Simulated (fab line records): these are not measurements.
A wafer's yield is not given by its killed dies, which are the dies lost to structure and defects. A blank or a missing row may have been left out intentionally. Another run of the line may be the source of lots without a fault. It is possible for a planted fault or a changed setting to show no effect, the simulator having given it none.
Which tool was responsible? | flow n5 finfet | 9 lots with 27 wafers sampled at 3 steps, on a route of 1938 steps

## WHAT THE GAUGES READ, wafer by wafer
N5_DUMMY_GATE_CD_MEAS_15: the cd target is 25.8 nm.
lot  | measured    | on        | cd nm (nm)
L248 | day 3 07:12 | cd sem-02 | 25.16 24.92 25.45
L251 | day 4 00:14 | cd sem-03 | 24.79 24.87 25.28
L253 | day 4 08:58 | cd sem-01 | 24.80 24.61 25.08
L254 | day 4 18:04 | cd sem-01 | 25.14 24.64 25.25
L255 | day 4 21:02 | cd sem-03 | 25.11 24.84 24.73
L256 | day 5 03:32 | cd sem-03 | 25.00 24.88 24.84
L261 | day 6 13:46 | cd sem-01 | 27.11 27.10 27.39
L263 | day 6 21:47 | cd sem-03 | 25.00 25.30 25.45
L265 | day 7 09:01 | cd sem-01 | 26.92 27.11 26.75

## EACH LOT AND THE TOOL THAT RAN IT (in order: tool; ch and the chambers of the sampled wafers; start)
lot  | N5_STI_FIN_REVEAL_RECESS_09       | N5_DUMMY_GATE_EXPOSE_12
L248 | vapor etch-02 ch 0,1, day 2 16:01 | euv scanner-02 ch 0, day 3 07:05
L251 | vapor etch-01 ch 0,1, day 3 10:24 | euv scanner-01 ch 0, day 4 00:06
L253 | vapor etch-02 ch 0,1, day 3 22:13 | euv scanner-01 ch 0, day 4 08:51
L254 | vapor etch-02 ch 0,1, day 4 04:42 | euv scanner-02 ch 0, day 4 17:56
L255 | vapor etch-02 ch 0,1, day 4 09:58 | euv scanner-02 ch 0, day 4 20:55
L256 | vapor etch-02 ch 1, day 4 16:16   | euv scanner-02 ch 0, day 5 03:24
L261 | vapor etch-01 ch 0,1, day 6 02:20 | euv scanner-02 ch 0, day 6 13:38
L263 | vapor etch-02 ch 0,1, day 6 10:32 | euv scanner-01 ch 0, day 6 21:40
L265 | vapor etch-01 ch 0,1, day 6 21:33 | euv scanner-02 ch 0, day 7 08:54
- N5_STI_FIN_REVEAL_RECESS_09: chemistry HF/NH3, target SiO2, afs cycles 11, target depth 42.5 nm, sublimation time 60 s.
- N5_DUMMY_GATE_EXPOSE_12: exposes mask GATE, target cd 25 nm.

## THE ANSWER, worked out from the rows above alone
Rule: what is usual is taken from the lots themselves. The widest of any qualifying gaps counts: lots, ordered by their means at a reading, are off when they make up no more than a third of the lots, leave a main group of 4 or more, and stand apart from it by 3 or more times the standard deviation of that group's means. Not used: any main group whose means are identical at the precision the tables above print for the reading. Also off: a lot with no number at a reading for which 4 or more lots have one. Where the step has rows for the other lots, those lots are counted as sound.
Off: L261, L265, at N5_DUMMY_GATE_CD_MEAS_15 (cd nm). Mean 25.01 nm and standard deviation 0.14 in the main group.
A tool fits if, at a process step before that reading, it ran every lot that is off, and no sound lot after the first of them. Gauges at N5_DUMMY_GATE_CD_MEAS_15: tried the same way as those tools. Can't be told from this: 3 tools fit, vapor etch-01 at N5_STI_FIN_REVEAL_RECESS_09, euv scanner-02 at N5_DUMMY_GATE_EXPOSE_12, cd sem-01 at N5_DUMMY_GATE_CD_MEAS_15.

## WHAT WAS PUT IN BY THE SIMULATOR
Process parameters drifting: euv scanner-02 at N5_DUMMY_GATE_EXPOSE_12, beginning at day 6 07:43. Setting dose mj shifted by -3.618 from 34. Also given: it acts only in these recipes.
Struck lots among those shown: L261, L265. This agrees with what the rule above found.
